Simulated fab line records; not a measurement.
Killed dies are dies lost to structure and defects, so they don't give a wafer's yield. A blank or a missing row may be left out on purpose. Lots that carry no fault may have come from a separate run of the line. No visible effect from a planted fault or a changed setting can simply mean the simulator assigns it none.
Struck lot and sound lot, side by side -- flow nand_harc -- 15 out of 1302 route steps
Sound: the wafers L316.2, L316.4, L316.6. Struck: wafer L309.6 (left out: L309.2, L309.5 of the same lot, which were not struck); the cause appears at the end.
Order at every step that has rows: each side's tool, ch and its chambers, its first start. Under that, the readings that differ: sound wafers -- struck wafers -- difference of the means -- sigmas: that difference in standard deviations of wafers without a fault.
alike: readings with means less than 2 such deviations apart, plus words and numbers identical on both sides. not compared: withheld readings, readings lacking a value on some wafer, bounds such as >300 that could conceal the same value, and numbers that have no deviation in the record and whose values overlap.
Wherever a step has rows on one side only, a row that says differs or no value, or a row with sigmas, the two part there. Numbers that don't overlap but have no deviation are shown without sigmas and don't part them. Lack of a reading on every wafer of one side parts them only where that side has two or more wafers.

NHARC_A_BLC_DESCUM_15: chemistry O2, time 3 s.
  sound on rie_diel-10 ch 0,1,3, day 30 06:06; struck on rie_diel-10 ch 3, day 27 19:25
reading,sound,struck,difference,sigmas
rf_vpp_V (V),59.9 58.7 58.4,56.1,-2.9,-4
  alike: drypump_motor_current_A, oes_product_au, showerhead_plenum_p_Torr, throttle_valve_pct
  not compared: rf_hours_counter_h
then, 2 steps without rows for these wafers: NHARC_A_BLC_ETCH_16 (etches the open film in CF4, target depth 39 nm, time 65 s); NHARC_A_BLC_ETCH_17 (etches the open film in N2/H2, target depth 390 nm, time 609.38 s).
NHARC_A_BLC_ETCH_18: etches the open film in C4F8/O2/Ar, target depth 910 nm.
  sound: rie_diel-10 ch 1,2,3; struck: rie_diel-10 ch 3
reading,sound,struck,difference,sigmas
oes_product_au (a.u.),0.908 0.936 0.922,0.972,+0.050,+2
  alike: rf_vpp_V
  not compared: rf_hours_counter_h
NHARC_A_BLC_CD_MEAS_19:
  sound on cd_sem-02 at day 30 07:04; struck on cd_sem-01 at day 27 20:34
  alike: cd_nm
NHARC_A_BLC_STRIP_29: strips in CF4.
  sound on rie_diel-07 ch 0,1,2, day 30 07:08; struck on rie_diel-10 ch 2, day 27 20:39
reading,sound,struck,difference,sigmas
drypump_motor_current_A (A),5.9 6.5 6.2,5.0,-1.2,-3
  alike: oes_product_au, rf_vpp_V, showerhead_plenum_p_Torr, throttle_valve_pct
  not compared: rf_hours_counter_h
then, 2 steps without rows for these wafers: NHARC_A_BLC_STRIP_21 (strips in O2); NHARC_A_BLC_STRIP_22 (strips in post etch residue remover, time 600 s).
NHARC_A_BLC_DEGAS_30: time 60 s.
  sound on pvd_sputter-03 at day 30 07:41; struck on pvd_sputter-03 at day 27 21:14
  alike: heater_power_w
then, 2 steps without rows for these wafers: NHARC_A_BLC_PRE_CLEAN_31 (time 15 s); NHARC_A_BLC_PVD_32 (deposits Ti, target thk 5 nm, time 17.7 s).
NHARC_A_BLC_ALD_23: deposits TiN, target thk 3 nm, pulse time 1 s, ald cycles 150.
  sound on ald_metal-02 ch 1,2,3, day 30 07:55; struck on ald_metal-03 ch 1, day 27 21:27
  alike: heater_power_w, precursor_pulse_height_rel
NHARC_A_BLC_CVD_24: deposits W, target thk 150 nm, time 434 s.
  sound on cvd_w-02 ch 0,1, day 30 08:11; struck on cvd_w-01 ch 0, day 27 21:45
  alike: heater_power_w, throttle_valve_pct
NHARC_A_BLC_CMP_25: polishes, t overpolish 30 s, target thk 150 nm.
  sound on cmp-03 ch 1,2,3, day 30 08:38; struck on cmp-03 ch 0, day 27 22:14
reading,sound,struck,difference,sigmas
time_to_endpoint_s (s),35 32 35,8,-26,-7
  alike: motor_current_A, overpolish_run_s, slurry_flow_ml_min
  not compared: pad_life_wafers
-- the record jumps here: 2 days lie between the struck wafers' starts before and after (it left off in module A_BLC and takes up again in module END, whose first step shown is number 1302 of the route) --
NHARC_END_SORT_01:
  only the struck wafers appear in the record here, on prober-01 ch 0 at day 29 23:24; the sound ones have no rows

## WHERE THEY PART
First at NHARC_A_BLC_DESCUM_15; last, within this record, at NHARC_END_SORT_01.

WHY: what had been put in by the simulator
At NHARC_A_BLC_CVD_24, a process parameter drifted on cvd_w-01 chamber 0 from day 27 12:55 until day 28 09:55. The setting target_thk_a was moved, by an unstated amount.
